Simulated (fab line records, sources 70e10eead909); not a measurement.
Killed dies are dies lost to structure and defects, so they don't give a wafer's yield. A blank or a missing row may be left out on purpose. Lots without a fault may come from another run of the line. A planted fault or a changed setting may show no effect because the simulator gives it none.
fab line records | flow nand_harc
record lots=5 wafers=15 last_day=25
route steps=1159 shown P_ZERO_WELL@68 P_STI@69
lots that met no fault: from a run of the same line without faults
start_h: hours from the record's first day to the start of the lot's first wafer shown | wait_h: hours since the lot's step before | " the same as in the row above | L1.1+2: a row that stands for several wafers | - no value, or no start given | * or withheld: withheld | < > ~ a bound
route shown NAME@n: a module of which the file shows steps, and the number in the route of the first | usual: mean/standard deviation of fault-free wafers | same: alike in all rows | chamber/n: place in a boat | sites: the reading at each site | _std_site: their standard deviation | _edge_site: outer sites' mean less inner sites' | radius_mm: how far each site lies from the wafer's centre | mask NAME#n: copy n | behind: the tool/chamber that last shaped the wafer | hold: why the lot was held/for how many hours/how that ended | device: the transistor (n, p or np) that didn't switch | end of line: the same wafers' tests at the end of the route | a step without rows: its recipe alone | killed: dies lost to structure and defects at the first sort, not the wafer's yield | map: a wafer's dies, x killed, . not, _ none there
set.NAME: the setting as run; set.NAME@STEP: as run at that earlier step | model.NAME: the simulator's own value behind a step, which no gauge read
lots at some steps of the route; a table a step, a row a wafer
services: from which hour (start_h, from the record's first day; less than 0 if before it) a tool's chamber was out of use, for how many hours, and why
## steps
# step NHARC_P_ZERO_WELL_INSPECT_43
# usual raw_defect_count=15/7.1
# columns lot.wafer tool chamber start_h wait_h raw_defect_count
L568.1 defect_inspect-02 - 25.37 0.6 9
L568.2 " - " " 13
L568.3 " - " " 12
L574.2 defect_inspect-02 - 65.18 0.5 14
L574.3 " - " " 15
L574.6 " - " " 13
L575.1 defect_inspect-01 - 67.45 0.6 21
L575.2 " - " " 6
L575.6 " - " " 6
L585.1 defect_inspect-01 - 127.59 0.6 6
L585.2 " - " " 11
L585.4 " - " " 17
L589.1 defect_inspect-01 - 151.86 0.6 26
L589.2 " - " " 8
L589.4 " - " " 8
# step NHARC_P_STI_ETCH_26
# recipe target_depth_a=110 chemistry=dHF material=SiO2
# step NHARC_P_STI_PRECLEAN_27
# recipe time_s=* temp_c=50 bath_age_min=0 chemistry=SC1
# step NHARC_P_STI_SRD_28
# step NHARC_P_STI_OXIDE_29
# recipe target_thk_a=100 temp_c=900 ox_time_s=1362 material=SiO2
# step NHARC_P_STI_HM_DEP_30
# recipe target_thk_a=800 temp_c=790 pressure_mtorr=300 time_s=873 material=Si3N4
# step NHARC_P_STI_DEHYDRATE_01
# recipe temp_c=150 time_s=120
# step NHARC_P_STI_HMDS_02
# recipe time_s=30
# step NHARC_P_STI_COAT_41
# recipe temp_c=200 time_s=65
# step NHARC_P_STI_COAT_03
# recipe spin_rpm=2000 resist_thk_nm=600
# step NHARC_P_STI_SOFTBAKE_04
# recipe temp_c=125 time_s=70
# step NHARC_P_STI_EBR_05
# step NHARC_P_STI_EXPOSE_06
# recipe na=0.55 target_cd_nm=200 dose_mj=37.69 mask_id=P_STI
# usual exposure_dose_mJ_cm2=37.68/0.034
# columns lot.wafer tool chamber start_h wait_h mask exposure_dose_mJ_cm2
L568.1 krf_scanner-04 0 41.91 - P_STI#0 37.69
L568.2 " 0 " " P_STI#0 37.70
L568.3 " 0 " " P_STI#0 37.70
L574.2 krf_scanner-01 0 81.22 - P_STI_R1#0 37.70
L574.3 " 0 " " P_STI_R1#0 37.71
L574.6 " 0 " " P_STI_R1#0 37.70
L575.1 krf_scanner-02 0 81.37 - P_STI#0 37.67
L575.2 " 0 " " P_STI#0 37.64
L575.6 " 0 " " P_STI#0 37.70
L585.1 krf_scanner-04 0 140.26 - P_STI#0 37.70
L585.2 " 0 " " P_STI#0 37.70
L585.4 " 0 " " P_STI#0 37.71
L589.1 krf_scanner-01 0 170.13 - P_STI#0 37.60
L589.2 " 0 " " P_STI#0 37.67
L589.4 " 0 " " P_STI#0 37.63
# step NHARC_P_STI_PEB_07
# recipe peb_temp_c=128 peb_time_s=80
# step NHARC_P_STI_DEVELOP_08
# recipe time_s=50 dev_temp_c=22
# step NHARC_P_STI_CD_MEAS_09
# recipe target_cd_nm=200 landing_energy_ev=500
# usual cd_nm=200.5/2.5
# columns lot.wafer tool chamber start_h wait_h cd_nm
L568.1 cd_sem-01 0 42.06 - 200.6
L568.2 " 0 " " 201.3
L568.3 " 0 " " 201.6
L574.2 cd_sem-02 0 81.36 - 215.9
L574.3 " 0 " " 212.3
L574.6 " 0 " " 218.4
L575.1 cd_sem-02 0 81.52 - 202.6
L575.2 " 0 " " 203.7
L575.6 " 0 " " 202.8
L585.1 cd_sem-01 0 140.42 - 200.0
L585.2 " 0 " " 194.2
L585.4 " 0 " " 200.7
L589.1 cd_sem-02 0 170.28 - 198.8
L589.2 " 0 " " 198.1
L589.4 " 0 " " 197.4
# step NHARC_P_STI_OVL_MEAS_10
# usual overlay_x_nm=1/7.4 overlay_y_nm=-2/4.9
# columns lot.wafer tool chamber start_h wait_h overlay_x_nm overlay_y_nm
L568.1 overlay-02 - 42.15 - 10 -6
L568.2 " - " " 9 -5
L568.3 " - " " 10 -6
L574.2 overlay-01 - 81.45 - -4 1
L574.3 " - " " -4 1
L574.6 " - " " -4 2
L575.1 overlay-02 - 81.61 - -11 4
L575.2 " - " " -10 4
L575.6 " - " " -11 4
L585.1 overlay-01 - 140.50 - -8 -3
L585.2 " - " " -8 -3
L585.4 " - " " -8 -2
L589.1 overlay-02 - 170.37 - 1 -6
L589.2 " - " " 0 -6
L589.4 " - " " 0 -6
# step NHARC_P_STI_INSPECT_11
# usual raw_defect_count=5.4/2.7
# columns lot.wafer tool chamber start_h wait_h raw_defect_count
L568.1 defect_inspect-01 - 42.19 0.0 1
L568.2 " - " " 5
L568.3 " - " " 1
L574.2 defect_inspect-02 - 81.49 0.0 11
L574.3 " - " " 5
L574.6 " - " " 8
L575.1 defect_inspect-02 - 81.64 0.0 7
L575.2 " - " " 11
L575.6 " - " " 6
L585.1 defect_inspect-02 - 140.54 0.0 6
L585.2 " - " " 2
L585.4 " - " " 7
L589.1 defect_inspect-01 - 170.41 0.0 6
L589.2 " - " " 4
L589.4 " - " " 5
# step NHARC_P_STI_HARDBAKE_13
# recipe temp_c=118 time_s=65
# step NHARC_P_STI_DESCUM_14
# recipe time_s=3 o2_flow_sccm=200 ar_flow_sccm=0 bias_power_w=0 chemistry=O2
# usual drypump_motor_current_A=5.6/0.48 mfc_ar_sccm=0.014/0.013 oes_product_au=1.001/0.012 rf_vpp_V=57.7/0.93 showerhead_plenum_p_Torr=1.92/0.089 throttle_valve_pct=11.312/0.0096
# columns lot.wafer tool chamber start_h wait_h drypump_motor_current_A mfc_ar_sccm oes_product_au rf_hours_counter_h rf_vpp_V showerhead_plenum_p_Torr throttle_valve_pct model.P_STI.cd_nm
L568.2 rie_diel-09 1 42.33 - 5.8 0.034 1.000 7.4 57.3 1.93 11.324 200.7
L568.1 " 2 " " 6.5 0.024 1.006 7.8 57.7 1.89 11.306 200.6
L568.3 " 3 " " 5.7 0.021 1.022 7.5 58.6 2.02 11.311 201.1
L574.2 rie_diel-02 3 81.63 - 6.7 0 0.993 3.7 56.9 2.00 11.310 216.7
L574.3 " 0 " " 5.5 0 0.992 3.6 59.1 2.06 11.302 211.3
L574.6 " 3 " " 6.8 0 0.989 - 59.2 2.00 11.322 219.6
L575.1 rie_diel-02 2 81.85 - 5.3 0 1.015 3.8 55.8 1.88 11.306 201.7
L575.2 " 3 " " 6.8 0 0.980 3.8 59.7 2.00 11.301 204.1
L575.6 " 2 " " 5.3 0 1.012 - 57.9 1.88 11.305 202
L585.2 rie_diel-10 3 140.68 - 5.4 0.031 1.005 3.0 58.2 2.07 11.317 194.1
L585.1 " 0 " " 5.1 0.023 0.979 2.2 57.6 1.82 11.305 199.6
L585.4 " 2 " " 5.0 0 1.023 3.4 57.4 1.84 11.310 201
L589.2 rie_diel-02 3 170.54 - 6.7 0 1.001 0.4 58.4 2.00 11.334 198.8
L589.1 " 0 " " 5.5 0 0.985 0.4 58.6 2.05 11.314 199
L589.4 " 2 " " 5.3 0 0.991 0.5 57.4 1.88 11.310 197.9
# step NHARC_P_STI_ETCH_42
# recipe target_depth_a=800 overetch_a=240 time_s=61 ion_energy_ev=200 n2_flow_sccm=150 h2_flow_sccm=150 ar_flow_sccm=0 rf_w=400 bias_w=150 chemistry=N2/H2
# usual drypump_motor_current_A=5.6/0.48 h2_flow_sccm=150.1/0.44 mfc_ar_sccm=0.014/0.013 oes_product_au=1.001/0.013 rf_vpp_V=430.7/2.7 showerhead_plenum_p_Torr=2.05/0.095 throttle_valve_pct=14.172/0.0092
# columns lot.wafer tool chamber start_h wait_h drypump_motor_current_A h2_flow_sccm mfc_ar_sccm oes_product_au rf_hours_counter_h rf_vpp_V showerhead_plenum_p_Torr throttle_valve_pct
L568.2 rie_diel-09 0 42.41 0.1 5.5 149.3 0.012 1.017 7.2 426.7 1.92 14.167
L568.3 " 1 " " 5.8 150.8 0.034 1.007 7.4 430.4 2.06 14.174
L568.1 " 3 " " 5.7 149.6 0.021 1.035 7.5 435.6 2.16 14.181
L574.3 rie_diel-02 3 81.79 0.1 6.8 149.9 0 0.987 3.7 432.2 2.13 14.185
L574.2 " 1 " " 5.1 149.3 0 0.986 3.2 427.6 1.95 14.160
L574.6 " 0 " " 5.5 149.5 0 0.994 - 434.4 2.19 14.182
L575.2 rie_diel-02 1 81.94 0.1 5.1 150.2 0 0.986 3.3 427.3 1.95 14.171
L575.1 " 2 " " 5.3 150.3 0 1.010 3.8 429.3 2.00 14.170
L575.6 " 1 " " 5.2 149.9 0 0.990 - 427.3 1.95 14.178
L585.4 rie_diel-10 0 140.85 0.1 5.1 150.0 0.023 0.995 2.3 426.2 1.93 14.163
L585.2 " 2 " " 5.0 149.8 0 1.032 3.4 427.9 1.96 14.166
L585.1 " 3 " " 5.4 149.6 0.031 1.007 3.0 434.4 2.21 14.166
L589.1 rie_diel-02 0 170.63 0.1 5.5 149.9 0 0.996 0.4 433.1 2.19 14.175
L589.4 " 1 " " 5.1 149.9 0 1.009 0.6 428.2 1.95 14.168
L589.2 " 2 " " 5.2 150.2 0 0.995 0.5 431.4 2.00 14.176
# step NHARC_P_STI_ETCH_31
# recipe target_depth_a=1089 time_s=54.5 cf4_flow_sccm=100 chf3_flow_sccm=30 ar_flow_sccm=0 rf_w=500 bias_w=200 chemistry=CF4/CHF3
# usual drypump_motor_current_A=5.6/0.47 mfc_ar_sccm=0.013/0.013 oes_product_au=0.961/0.021 rf_vpp_V=370.8/2.4 showerhead_plenum_p_Torr=1.58/0.069 throttle_valve_pct=16.802/0.009
# columns lot.wafer tool chamber start_h wait_h drypump_motor_current_A mfc_ar_sccm oes_product_au rf_hours_counter_h rf_vpp_V showerhead_plenum_p_Torr throttle_valve_pct
L568.3 rie_diel-09 2 - - 6.5 0.024 0.983 7.8 369.9 1.56 16.788
L568.2 " 3 " " 5.7 0.021 1.003 7.5 374.0 1.66 16.792
L568.1 " 1 " " 5.7 0.034 0.959 7.4 372.0 1.59 16.799
L574.3 rie_diel-02 2 - - 5.3 0 0.941 3.8 369.2 1.55 16.794
L574.2 " 3 " " 6.7 0 0.910 3.8 372.3 1.64 16.794
L574.6 " 2 " " 5.3 0 0.935 - 369.5 1.55 16.804
L575.1 rie_diel-02 1 - - 5.1 0 0.927 3.3 368.6 1.51 16.809
L575.2 " 0 " " 5.5 0 0.918 3.7 373.0 1.68 16.823
L575.6 " 1 " " 5.1 0 0.921 - 368.7 1.51 16.797
L585.4 rie_diel-10 1 - - 5.8 0 0.963 3.5 371.2 1.61 16.796
L585.2 " 2 " " 5.0 0 0.989 3.4 370.0 1.52 16.798
L585.1 " 3 " " 5.4 0.031 0.940 3.1 374.4 1.69 16.802
L589.2 rie_diel-02 2 - - 5.3 0 0.967 0.5 369.0 1.55 16.806
L589.4 " 3 " " 6.8 0 0.955 0.4 374.4 1.64 16.784
L589.1 " 0 " " 5.5 0 0.949 0.5 374.8 1.68 16.786
# step NHARC_P_STI_ETCH_15
# recipe target_depth_a=3000 taper_deg=4 time_s=100.1 hbr_flow_sccm=150 cl2_flow_sccm=50 rf_w=400 icp_w=400 bias_w=100 chemistry=HBr/Cl2
# usual drypump_motor_current_A=5.6/0.5 mfc_cl2_sccm=50.01/0.16 oes_product_au=0.999/0.013 throttle_valve_pct=26.406/0.0091
# columns lot.wafer tool chamber start_h wait_h drypump_motor_current_A mfc_cl2_sccm oes_product_au rf_hours_counter_h throttle_valve_pct model.P_STI.cd_nm
L568.2 rie_si-05 0 42.60 - 5.4 50.00 1.003 0.9 26.417 201.5
L568.3 " 1 " " 5.1 50.14 1.004 1.0 26.409 200.3
L568.1 " 2 " " 5.8 49.96 1.010 1.1 26.410 200.1
L574.2 rie_si-01 0 82.05 - 5.0 49.88 1.026 0.9 26.389 216.9
L574.3 " 1 " " 5.5 50.15 0.986 0.9 26.404 211.1
L574.6 " 3 " " 5.2 49.86 0.998 - 26.412 218.4
L575.2 rie_si-05 0 82.16 - 5.4 49.81 0.992 0.1 26.407 203.1
L575.1 " 1 " " 5.1 49.96 0.991 0.1 26.415 199.2
L575.6 " 3 " " 6.0 50.28 0.976 - 26.413 199.8
L585.1 rie_si-01 1 141.04 - 5.5 50.14 0.996 0.0 26.399 200.2
L585.2 " 3 " " 5.2 50.06 0.995 0.0 26.400 194.1
L585.4 " 2 " " 6.7 50.16 0.985 - 26.419 200.4
L589.4 rie_si-03 1 170.83 - 5.8 49.89 0.984 0.0 26.394 195.3
L589.1 " 2 " " 5.8 50.06 0.989 0.0 26.409 199.2
L589.2 " 3 " " 5.8 50.13 1.011 0.0 26.407 200.5
# step NHARC_P_STI_CD_MEAS_16
# usual cd_nm=200.1/3
# columns lot.wafer tool chamber start_h wait_h cd_nm
L568.1 cd_sem-01 - 42.76 - 200.2
L568.2 " - " " 201.5
L568.3 " - " " 200.3
L574.2 cd_sem-02 - 82.18 - 216.2
L574.3 " - " " 211.2
L574.6 " - " " 218.5
L575.1 cd_sem-03 - 82.30 - 199.0
L575.2 " - " " 203.1
L575.6 " - " " 199.8
L585.1 cd_sem-02 - 141.23 - 200.0
L585.2 " - " " 193.9
L585.4 " - " " 200.5
L589.1 cd_sem-02 - 170.99 - 199.1
L589.2 " - " " 200.8
L589.4 " - " " 195.3
# step NHARC_P_STI_OCD_MEAS_17
# usual trench_depth_nm=300/6 trench_foot_cd_nm=158.6/2.7
# columns lot.wafer tool chamber start_h wait_h trench_depth_nm trench_foot_cd_nm
L568.1 ocd-01 - 42.85 0.1 307 157.2
L568.2 " - " " 304 159.5
L568.3 " - " " 300 159.7
L574.2 ocd-02 - 82.27 0.1 310 172.0
L574.3 " - " " 291 171.0
L574.6 " - " " 297 177.2
L575.1 ocd-01 - 82.41 0.1 299 161.0
L575.2 " - " " 299 161.9
L575.6 " - " " 292 161.9
L585.1 ocd-01 - 141.32 0.1 296 158.1
L585.2 " - " " 295 152.8
L585.4 " - " " 292 160.4
L589.1 ocd-02 - 171.08 0.1 298 157.3
L589.2 " - " " 305 155.9
L589.4 " - " " 293 156.0
# step NHARC_P_STI_STRIP_19
# recipe time_s=900 temp_c=130 chemistry=SPM
## services
# columns tool chamber start_h hours kind
rie_diel-02 0 31.72 - clean
rie_diel-02 1 31.72 - clean
rie_diel-02 2 31.72 - clean
rie_diel-02 3 31.72 - clean
rie_diel-10 0 36.49 4.6 repair
krf_scanner-02 - 38.00 4.0 pm
rie_diel-10 0 59.51 14.3 repair
rie_si-05 - 62.00 9.0 pm
krf_scanner-01 - 64.17 0.2 repair
rie_diel-09 - 77.41 9.0 pm
krf_scanner-01 - 84.00 4.0 pm
krf_scanner-01 - 107.53 1.7 repair
rie_diel-09 0 116.80 2.5 repair
rie_diel-10 0 117.98 4.1 repair
rie_diel-02 0 117.98 14.8 repair
rie_diel-10 3 123.77 14.3 repair
rie_si-01 - 127.00 9.0 pm
rie_si-01 0 140.63 1.5 repair
krf_scanner-01 - 145.42 0.8 repair
krf_scanner-04 - 146.27 4.0 pm
krf_scanner-02 - 146.58 2.1 repair
rie_diel-02 - 150.70 9.0 pm
rie_si-03 - 155.00 9.0 pm
rie_diel-10 1 156.65 7.9 repair
## key
first_sign step=NHARC_P_STI_EXPOSE_06 reading=mask direction=changed
effect step=NHARC_P_STI_CD_MEAS_09 reading=cd_nm direction=up sigmas=6 usual=200.5 struck=215.5
effect step=NHARC_P_STI_CD_MEAS_16 reading=cd_nm direction=up sigmas=5.1 usual=200.1 struck=215.3
effect step=NHARC_P_STI_OCD_MEAS_17 reading=trench_foot_cd_nm direction=up sigmas=5.5 usual=158.6 struck=173.4
model_effect step=NHARC_P_STI_DESCUM_14 value=P_STI.cd_nm without=200.6 struck=215.9
model_effect step=NHARC_P_STI_ETCH_15 value=P_STI.cd_nm without=200.2 struck=215.4
met_at NHARC_P_STI_EXPOSE_06
struck_wafers L574.2,L574.3,L574.6
tester_left_out L574
fault kind=wrong_mask tool=any chamber=- onset_h=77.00 steps=NHARC_P_STI_EXPOSE_06 aux_copy=P_STI_R1#0 cd_offset_nm=15.282 scope=struck_lots_only
# tester_left_out: of these lots the tester's yield and bins aren't shown, on N5 and GAA mostly nor the transistor test; their killed dies are dies lost to structure and defects alone, not to doping, threshold or leakage, so they don't give the yield
